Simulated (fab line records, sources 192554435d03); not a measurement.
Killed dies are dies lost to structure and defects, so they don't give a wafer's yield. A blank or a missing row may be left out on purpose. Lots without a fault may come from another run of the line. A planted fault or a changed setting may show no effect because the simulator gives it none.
A struck lot beside a sound one | flow n5_finfet | 39 steps out of a route of 1938
Sound: wafers L152.1, L152.2, L152.4. Struck: wafer L160.3. (L160.4 of the same lot was not struck and is left out.) The cause comes at the end.
At each step with rows: each side's tool, then ch and its chambers, then its first start. Under that, the readings that differ: sound wafers | struck wafers | difference of the means | sigmas: that difference in standard deviations of wafers without a fault.
alike: readings whose means differ by less than 2 such deviations, and words and numbers that are the same on both sides. not compared: withheld readings, readings that some wafer has no value for, bounds like >300 that may hide the same value, and numbers for which the record gives no deviation and whose values overlap.
The two part at a step that has a row with sigmas, a row that says differs or no value, or rows on one side only. Numbers that don't overlap but have no deviation are shown without sigmas and don't part them. A reading that every wafer of one side lacks parts them only if that side has two wafers or more.

first, 11 steps without rows for these wafers: N5_BEOL_M3_STRIP_65 (strips in N2/H2); N5_BEOL_M3_STRIP_75 (strips in N2/H2); N5_BEOL_M3_STRIP_66 (strips in CF4); N5_BEOL_M3_HM_OPEN_17 (chemistry Cl2/BCl3, target TiN, target depth 20 nm, overetch 6 nm); N5_BEOL_M3_STRIP_19 (strips in O2); N5_BEOL_M3_COAT_67 (time 60 s, resist thk 60 nm); N5_BEOL_M3_COAT_68 (time 60 s, resist thk 12 nm); N5_BEOL_M3_COAT_76 (time 60 s, resist thk 5 nm); N5_BEOL_M3_COAT_22 (resist thk 30 nm); N5_BEOL_M3_EBR_24; N5_BEOL_M3_SOFTBAKE_23 (time 60 s).
N5_BEOL_M3_EXPOSE_25: exposes mask V2, defocus 5 nm.
  sound on euv_scanner-02 ch 0, day 7 12:25; struck on euv_scanner-02 ch 0, day 9 17:22
  alike: mask
then, 2 steps without rows for these wafers: N5_BEOL_M3_PEB_26 (peb time 60 s); N5_BEOL_M3_DEVELOP_27 (develop time 30 s).
N5_BEOL_M3_CD_MEAS_28: target cd 25.7 nm, target cd y 23.3 nm.
  sound on cd_sem-01 ch 0, day 7 12:34; struck on cd_sem-02 ch 0, day 9 17:30
  reading    | sound             | struck | difference | sigmas
  cd_nm (nm) | 25.85 25.37 25.99 | 5.23   | -20.51     | -89
then, 22 steps without rows for these wafers: N5_BEOL_M3_DESCUM_33 (chemistry O2, time 7 s); N5_BEOL_M3_ETCH_77 (etches underlayer in N2/H2, target depth 6.5 nm, time 5.2 s); N5_BEOL_M3_ETCH_69 (etches SiARC in CF4, target depth 15.6 nm, time 26 s); N5_BEOL_M3_ALD_98 (deposits SiO2, target thk 2.5 nm, pulse time 1 s, co reactant pulse time 1 s); N5_BEOL_M3_ETCHBACK_99 (etches SiO2 in CHF3, target depth 5 nm, time 10.4 s); N5_BEOL_M3_ETCH_70 (etches SOC in N2/H2, target depth 80 nm, overetch 16 nm, time 120 s); N5_BEOL_M3_STRIP_71 (strips in N2/H2); N5_BEOL_M3_STRIP_78 (strips in N2/H2); N5_BEOL_M3_VIA_ETCH_34 (etches the open film in C4F6/O2, target depth 69.4 nm, time 65.9 s); N5_BEOL_M3_STRIP_83 (strips in C4F6/O2); N5_BEOL_M3_STRIP_36 (strips in N2/H2); N5_BEOL_M3_TRENCH_ETCH_37 (etches SiOC in C4F6/O2, target depth 55.555 nm, time 29.2 s); N5_BEOL_M3_ETCH_41 (etches SiCN in CH3F/O2, target depth 29.9 nm, time 52.5 s); N5_BEOL_M3_STRIP_97 (strips in N2/H2, time 10 s); N5_BEOL_M3_HM_STRIP_39 (strips TiN in peroxide tin strip, target depth 25 nm, time 158 s); N5_BEOL_M3_SRD_40 (time 30 s); N5_BEOL_M3_PRECLEAN_42 (cleans in residue remover, time 60 s); N5_BEOL_M3_SRD_43 (time 30 s); N5_BEOL_M3_DEGAS_44 (time 60 s); N5_BEOL_M3_PRE_CLEAN_45 (time 30 s); N5_BEOL_M3_ALD_84 (deposits TaN, pulse time 2 s, purge time 3 s, co reactant purge time 2 s); N5_BEOL_M3_SURFACE_TREAT_85.
N5_BEOL_M4_RC_MEAS_101:
  the record has rows for the sound wafers here (prober-02 ch 0, day 9 07:44) and none for the struck ones
-- the record jumps here: 6 days lie between the struck wafers' starts before and after (it left off in module BEOL_M4 and takes up again in module PASSIVATION, whose first step shown is number 1936 of the route) --
N5_PASSIVATION_PROBE_49:
  the record has rows for the struck wafers here (prober-01, day 15 13:27) and none for the sound ones

WHERE THEY PART
First at N5_BEOL_M3_CD_MEAS_28; last, within this record, at N5_PASSIVATION_PROBE_49.

WHY: what the simulator had put in
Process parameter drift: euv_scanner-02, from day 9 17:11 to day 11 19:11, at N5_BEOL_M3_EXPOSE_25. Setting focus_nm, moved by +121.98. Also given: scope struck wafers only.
